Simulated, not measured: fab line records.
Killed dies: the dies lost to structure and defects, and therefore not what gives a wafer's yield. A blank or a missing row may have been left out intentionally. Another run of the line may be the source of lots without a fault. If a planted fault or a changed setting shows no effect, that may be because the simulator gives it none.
Matching of chambers || flow nand harc || rie diel-12 running NHARC_P_M1_ETCH_35: 4 sister chambers
The step etches the open film in N2/H2, target depth 40 nm, overetch 12 nm, time 43.94 s. 18 wafers are shown with their chamber, then 9 later ones without.

== WAFERS WITH THEIR CHAMBER ==
{"wafer": "L074.1", "chamber": 2, "showerhead plenum p Torr (Torr)": 2.05, "rf vpp V (V)": 431.2, "oes product au (a.u.)": 1.002}
{"wafer": "L074.4", "chamber": 1, "showerhead plenum p Torr (Torr)": 2.17, "rf vpp V (V)": 434.0, "oes product au (a.u.)": 0.991}
{"wafer": "L074.6", "chamber": 3, "showerhead plenum p Torr (Torr)": 2.02, "rf vpp V (V)": 429.9, "oes product au (a.u.)": 0.992}
{"wafer": "L081.1", "chamber": 3, "showerhead plenum p Torr (Torr)": 2.02, "rf vpp V (V)": 429.6, "oes product au (a.u.)": 0.999}
{"wafer": "L081.2", "chamber": 0, "showerhead plenum p Torr (Torr)": 1.98, "rf vpp V (V)": 429.1, "oes product au (a.u.)": 0.988}
{"wafer": "L081.3", "chamber": 1, "showerhead plenum p Torr (Torr)": 2.16, "rf vpp V (V)": 433.7, "oes product au (a.u.)": 0.993}
{"wafer": "L082.1", "chamber": 0, "showerhead plenum p Torr (Torr)": 1.98, "rf vpp V (V)": 428.6, "oes product au (a.u.)": 0.997}
{"wafer": "L082.3", "chamber": 1, "showerhead plenum p Torr (Torr)": 2.16, "rf vpp V (V)": 434.9, "oes product au (a.u.)": 0.994}
{"wafer": "L082.5", "chamber": 2, "showerhead plenum p Torr (Torr)": 2.04, "rf vpp V (V)": 430.5, "oes product au (a.u.)": 0.994}
{"wafer": "L083.2", "chamber": 1, "showerhead plenum p Torr (Torr)": 2.16, "rf vpp V (V)": 434.2, "oes product au (a.u.)": 0.981}
{"wafer": "L083.5", "chamber": 2, "showerhead plenum p Torr (Torr)": 2.05, "rf vpp V (V)": 430.3, "oes product au (a.u.)": 1.011}
{"wafer": "L083.6", "chamber": 3, "showerhead plenum p Torr (Torr)": 2.02, "rf vpp V (V)": 429.7, "oes product au (a.u.)": 1.000}
{"wafer": "L084.3", "chamber": 2, "showerhead plenum p Torr (Torr)": 2.04, "rf vpp V (V)": 433.7, "oes product au (a.u.)": 1.000}
{"wafer": "L084.4", "chamber": 3, "showerhead plenum p Torr (Torr)": 2.02, "rf vpp V (V)": 430.2, "oes product au (a.u.)": 1.009}
{"wafer": "L084.5", "chamber": 0, "showerhead plenum p Torr (Torr)": 1.98, "rf vpp V (V)": 429.2, "oes product au (a.u.)": 1.006}
{"wafer": "L086.2", "chamber": 3, "showerhead plenum p Torr (Torr)": 2.02, "rf vpp V (V)": 429.7, "oes product au (a.u.)": 0.998}
{"wafer": "L086.5", "chamber": 2, "showerhead plenum p Torr (Torr)": 2.04, "rf vpp V (V)": 430.3, "oes product au (a.u.)": 0.996}
{"wafer": "L086.6", "chamber": 3, "showerhead plenum p Torr (Torr)": 2.02, "rf vpp V (V)": 429.5, "oes product au (a.u.)": 1.000}

SIGNATURES (means of the wafers above)
{"reading": "showerhead plenum p Torr", "chamber 0": 1.9800, "chamber 1": 2.1625, "chamber 2": 2.0440, "chamber 3": 2.0200, "scatter within a chamber": 0.00373}
{"reading": "rf vpp V", "chamber 0": 428.967, "chamber 1": 434.200, "chamber 2": 431.200, "chamber 3": 429.767, "scatter within a chamber": 0.831}
{"reading": "oes product au", "chamber 0": 0.99700, "chamber 1": 0.98975, "chamber 2": 1.00060, "chamber 3": 0.99967, "scatter within a chamber": 0.00651}
Rule: a wafer lies at a distance from a chamber equal to the root of the sum of squares, over the readings, of (its reading less the chamber's mean, divided by the reading's scatter). The wafer belongs to the nearest chamber; if the next one is less than 2 further off, it can't be placed. How the scatter is found: for the shown wafers, subtract from each reading the mean of its chamber, square and add these, divide the total by (wafers less chambers), then take the root.

== WAFERS MISSING THEIR CHAMBER ==
{"wafer": "L092.1", "showerhead plenum p Torr (Torr)": 2.04, "rf vpp V (V)": 430.9, "oes product au (a.u.)": 0.996}
{"wafer": "L092.2", "showerhead plenum p Torr (Torr)": 2.01, "rf vpp V (V)": 431.6, "oes product au (a.u.)": 0.981}
{"wafer": "L092.5", "showerhead plenum p Torr (Torr)": 2.04, "rf vpp V (V)": 431.9, "oes product au (a.u.)": 0.991}
{"wafer": "L096.1", "showerhead plenum p Torr (Torr)": 1.98, "rf vpp V (V)": 428.8, "oes product au (a.u.)": 0.997}
{"wafer": "L096.3", "showerhead plenum p Torr (Torr)": 2.04, "rf vpp V (V)": 429.5, "oes product au (a.u.)": 1.002}
{"wafer": "L096.4", "showerhead plenum p Torr (Torr)": 2.16, "rf vpp V (V)": 434.2, "oes product au (a.u.)": 0.989}
{"wafer": "L097.2", "showerhead plenum p Torr (Torr)": 2.04, "rf vpp V (V)": 432.9, "oes product au (a.u.)": 0.990}
{"wafer": "L097.5", "showerhead plenum p Torr (Torr)": 2.01, "rf vpp V (V)": 429.5, "oes product au (a.u.)": 1.005}
{"wafer": "L097.6", "showerhead plenum p Torr (Torr)": 2.04, "rf vpp V (V)": 431.4, "oes product au (a.u.)": 0.990}

== EACH ONE'S CHAMBER ==
{"wafer": "L092.1", "from the rows above": 2, "in truth": 2}
{"wafer": "L092.2", "from the rows above": 3, "in truth": 3}
{"wafer": "L092.5", "from the rows above": 2, "in truth": 2}
{"wafer": "L096.1", "from the rows above": 0, "in truth": 0}
{"wafer": "L096.3", "from the rows above": 2, "in truth": 2}
{"wafer": "L096.4", "from the rows above": 1, "in truth": 1}
{"wafer": "L097.2", "from the rows above": 2, "in truth": 2}
{"wafer": "L097.5", "from the rows above": 3, "in truth": 3}
{"wafer": "L097.6", "from the rows above": 2, "in truth": 2}
9 of 9 placed correctly. Left unplaced by these rows: 0. Number placed wrongly: 0.
